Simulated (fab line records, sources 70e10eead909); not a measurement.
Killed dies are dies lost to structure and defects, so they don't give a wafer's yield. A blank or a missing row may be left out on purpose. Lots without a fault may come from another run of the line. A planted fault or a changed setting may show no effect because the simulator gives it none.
Which tool did it? | flow nand_harc | 13 lots, 39 wafers sampled, at 4 steps of a route of 1302

WHAT THE GAUGES READ, wafer by wafer
The record holds no reading of a measuring or inspecting step that can be judged against a usual standard deviation.

WHICH TOOL RAN EACH LOT (tool, then ch and the chambers of the sampled wafers, then the start)
lot  | NHARC_A_STAIRCASE_HM_DEP_462  | NHARC_A_STAIRCASE_ETCH_453                    | NHARC_A_STAIRCASE_ALD_420        | NHARC_A_STAIRCASE_DEP_322
L234 | acl_dep-01 ch 0, day 17 00:20 | rie_diel-12 ch 0,1,2, day 17 11:06 or earlier | ald_hk-01 ch 0,2,3, day 17 11:06 | pecvd-04 ch 0,1,2, day 18 01:57
L236 | acl_dep-01 ch 0, day 18 00:20 | rie_diel-03 ch 0,2,3, day 18 14:15 or earlier | ald_hk-01 ch 0,2,3, day 18 14:15 | pecvd-01 ch 0,1,2, day 19 06:38
L237 | acl_dep-03 ch 0, day 18 08:43 | rie_diel-05 ch 2,3, day 18 19:34 or earlier   | ald_hk-04 ch 0,1,2, day 18 19:34 | pecvd-01 ch 0,1,2, day 19 11:02
L238 | acl_dep-01 ch 0, day 18 17:46 | rie_diel-03 ch 0,2,3, day 19 04:47 or earlier | ald_hk-01 ch 0,1, day 19 04:47   | pecvd-01 ch 1,2, day 19 20:07
L239 | acl_dep-01 ch 0, day 19 11:08 | rie_diel-03 ch 0,2,3, day 20 01:01 or earlier | ald_hk-01 ch 1,2,3, day 20 01:01 | pecvd-01 ch 0,1, day 20 16:09
L240 | acl_dep-02 ch 0, day 19 15:46 | rie_diel-05 ch 0,2, day 20 00:51 or earlier   | ald_hk-04 ch 0,1,3, day 20 00:51 | pecvd-04 ch 1,2, day 20 16:04
L242 | acl_dep-01 ch 0, day 20 03:05 | rie_diel-05 ch 0,2,3, day 20 14:13 or earlier | ald_hk-02 ch 0,1, day 20 14:13   | pecvd-04 ch 0,1, day 21 11:15
L243 | acl_dep-01 ch 0, day 21 09:11 | rie_diel-12 ch 0,3, day 21 18:49 or earlier   | ald_hk-01 ch 0,1, day 21 18:49   | pecvd-02 ch 0,1,2, day 22 11:15
L244 | acl_dep-01 ch 0, day 21 19:02 | rie_diel-03 ch 0,1,3, day 22 04:43 or earlier | ald_hk-04 ch 1,3, day 22 04:43   | pecvd-04 ch 1,2, day 22 20:41
L247 | acl_dep-01 ch 0, day 23 02:19 | rie_diel-12 ch 0,1,3, day 23 16:12 or earlier | ald_hk-01 ch 1,2,3, day 23 16:12 | pecvd-01 ch 0,1,2, day 24 07:14
L253 | acl_dep-01 ch 0, day 24 23:23 | rie_diel-03 ch 0,1, day 25 09:01 or earlier   | ald_hk-02 ch 0,1, day 25 09:01   | pecvd-01 ch 0,2, day 26 04:53
L255 | acl_dep-01 ch 0, day 25 18:24 | rie_diel-03 ch 1,2,3, day 26 04:09 or earlier | ald_hk-02 ch 0,1,2, day 26 04:09 | pecvd-04 ch 0,1,2, day 26 20:02
L254 | acl_dep-02 ch 0, day 25 18:27 | rie_diel-05 ch 0,2, day 26 04:10 or earlier   | ald_hk-01 ch 1,2, day 26 04:10   | pecvd-01 ch 0,1,2, day 26 20:07
- NHARC_A_STAIRCASE_HM_DEP_462: deposits aC, target thk 800 nm.
- NHARC_A_STAIRCASE_ETCH_453: etches the open film in CF4/O2, target depth 30 nm, overetch 3 nm, time 16.5 s.
- NHARC_A_STAIRCASE_ALD_420: deposits SiO2, target thk 20 nm, pulse time 6 s, ald cycles 200.
- NHARC_A_STAIRCASE_DEP_322: deposits SiO2, target thk 7200 nm.

WHAT THE TOOLS THEMSELVES READ (means of the sampled wafers that have a number; where no wafer has one, the mark that the record gives instead)
NHARC_A_STAIRCASE_HM_DEP_462. Usual: throttle_valve_pct 34.999 %, standard deviation 0.0085.
lot  | tool       | throttle_valve_pct (%) | flag
L234 | acl_dep-01 | 35.002                 |
L236 | acl_dep-01 | 34.999                 |
L237 | acl_dep-03 | 34.993                 |
L238 | acl_dep-01 | 34.996                 |
L239 | acl_dep-01 | 34.995                 |
L240 | acl_dep-02 | 35.004                 |
L242 | acl_dep-01 | 34.994                 |
L243 | acl_dep-01 | 34.997                 |
L244 | acl_dep-01 | 35.005                 |
L247 | acl_dep-01 | 34.997                 |
L253 | acl_dep-01 | 35.003                 |
L255 | acl_dep-01 | 35.001                 |
L254 | acl_dep-02 | 34.998                 |

NHARC_A_STAIRCASE_ETCH_453. Usual: drypump_motor_current_A 5.8 A, standard deviation 0.45; oes_product_au 1.002 a.u., standard deviation 0.008; rf_vpp_V 197.7 V, standard deviation 1.4; showerhead_plenum_p_Torr 1.33 Torr, standard deviation 0.054; throttle_valve_pct 13.398 %, standard deviation 0.0089.
lot  | tool        | drypump_motor_current_A (A) | oes_product_au (a.u.) | rf_vpp_V (V) | showerhead_plenum_p_Torr (Torr) | throttle_valve_pct (%) | flag
L234 | rie_diel-12 | 6.0                         | 1.007                 | 197.3        | 1.33                            | 13.390                 |
L236 | rie_diel-03 | 5.8                         | 1.007                 | 198.0        | 1.32                            | 13.397                 |
L237 | rie_diel-05 | 5.6                         | 0.995                 | 197.8        | 1.36                            | 13.395                 |
L238 | rie_diel-03 | 5.8                         | 0.993                 | 197.3        | 1.32                            | 13.388                 |
L239 | rie_diel-03 | 5.8                         | 1.004                 | 197.4        | 1.31                            | 13.399                 |
L240 | rie_diel-05 | 5.5                         | 0.999                 | 197.3        | 1.33                            | 13.406                 |
L242 | rie_diel-05 | 5.6                         | 1.002                 | 198.1        | 1.34                            | 13.404                 |
L243 | rie_diel-12 | 6.2                         | 1.009                 | 196.2        | 1.27                            | 13.405                 |
L244 | rie_diel-03 | 6.0                         | 1.012                 | 198.1        | 1.39                            | 13.388                 |
L247 | rie_diel-12 | 6.2                         | 1.002                 | 196.6        | 1.29                            | 13.395                 |
L253 | rie_diel-03 | 6.2                         | 1.009                 | 198.3        | 1.36                            | 13.392                 |
L255 | rie_diel-03 | 5.5                         | 1.012                 | 198.3        | 1.37                            | 13.403                 |
L254 | rie_diel-05 | 5.5                         | 1.001                 | 197.4        | 1.32                            | 13.393                 |

NHARC_A_STAIRCASE_ALD_420. Usual: heater_power_w 455 W, standard deviation 31; precursor_pulse_height_rel 1.001, standard deviation 0.019.
lot  | tool      | heater_power_w (W) | precursor_pulse_height_rel | flag
L234 | ald_hk-01 | 441                | 1.000                      |
L236 | ald_hk-01 | 440                | 0.995                      |
L237 | ald_hk-04 | 453                | 0.996                      |
L238 | ald_hk-01 | 482                | 1.001                      |
L239 | ald_hk-01 | 459                | 1.012                      |
L240 | ald_hk-04 | 454                | 1.002                      |
L242 | ald_hk-02 | 438                | 0.990                      |
L243 | ald_hk-01 | 453                | 1.002                      |
L244 | ald_hk-04 | 454                | 0.988                      |
L247 | ald_hk-01 | 458                | 0.996                      |
L253 | ald_hk-02 | 432                | 1.014                      |
L255 | ald_hk-02 | 449                | 0.995                      |
L254 | ald_hk-01 | 465                | 1.002                      |

NHARC_A_STAIRCASE_DEP_322. Usual: heater_power_w 640 W, standard deviation 81; mfc_precursor_sccm 200.0 sccm, standard deviation 0.62.
lot  | tool     | heater_power_w (W) | mfc_precursor_sccm (sccm) | flag
L234 | pecvd-04 | 691                | 199.7                     |
L236 | pecvd-01 | 597                | 199.4                     |
L237 | pecvd-01 | 644                | 199.9                     |
L238 | pecvd-01 | 663                | 199.6                     |
L239 | pecvd-01 | 569                | 199.2                     |
L240 | pecvd-04 | 713                | 199.8                     |
L242 | pecvd-04 | 663                | 200.1                     |
L243 | pecvd-02 | 607                | 200.4                     |
L244 | pecvd-04 | 645                | 200.7                     |
L247 | pecvd-01 | 581                | 200.0                     |
L253 | pecvd-01 | 643                | 220.5                     | OFF
L255 | pecvd-04 | 713                | 199.6                     |
L254 | pecvd-01 | 599                | 210.7                     | OFF

THE ANSWER, worked out from the rows above alone
Rule: a lot is off if the mean of its wafers that have a number lies more than 3 standard deviations from the usual mean. A lot without any number at a reading at which 4 lots or more have one is off too. The other lots that the step has rows for count as sound. The gauges are gone through in route order, then the tools' own readings, and for those a lot's mean is taken as printed above. The first step at which some lot is off is used, and at that step the reading that is off furthest; a lot without a number counts as furthest.
Off: L253, L254, at NHARC_A_STAIRCASE_DEP_322 (mfc_precursor_sccm).
A tool fits if, at that step or a process step before it, it ran every lot that is off, and no sound lot after the first of them. NHARC_A_STAIRCASE_ETCH_453 gives no start for some lots, so the hours and the order of its lots are those of NHARC_A_STAIRCASE_ALD_420. One fits: pecvd-01 at NHARC_A_STAIRCASE_DEP_322. Its last sound lot is L247 (day 24 07:14), its first lot that is off L253 (day 26 04:53): a fault that began between those two fits.
The tool's own readings at NHARC_A_STAIRCASE_DEP_322 bear it out: on the lots that are off they differ by more than 5 times the standard deviation of the sound lots' means. mfc_precursor_sccm reads 215.6 sccm there against 199.9 sccm on the sound lots.

WHAT THE SIMULATOR HAD PUT IN
Process parameter drift: pecvd-01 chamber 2, from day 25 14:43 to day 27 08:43, at NHARC_A_STAIRCASE_DEP_322. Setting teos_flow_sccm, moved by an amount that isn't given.
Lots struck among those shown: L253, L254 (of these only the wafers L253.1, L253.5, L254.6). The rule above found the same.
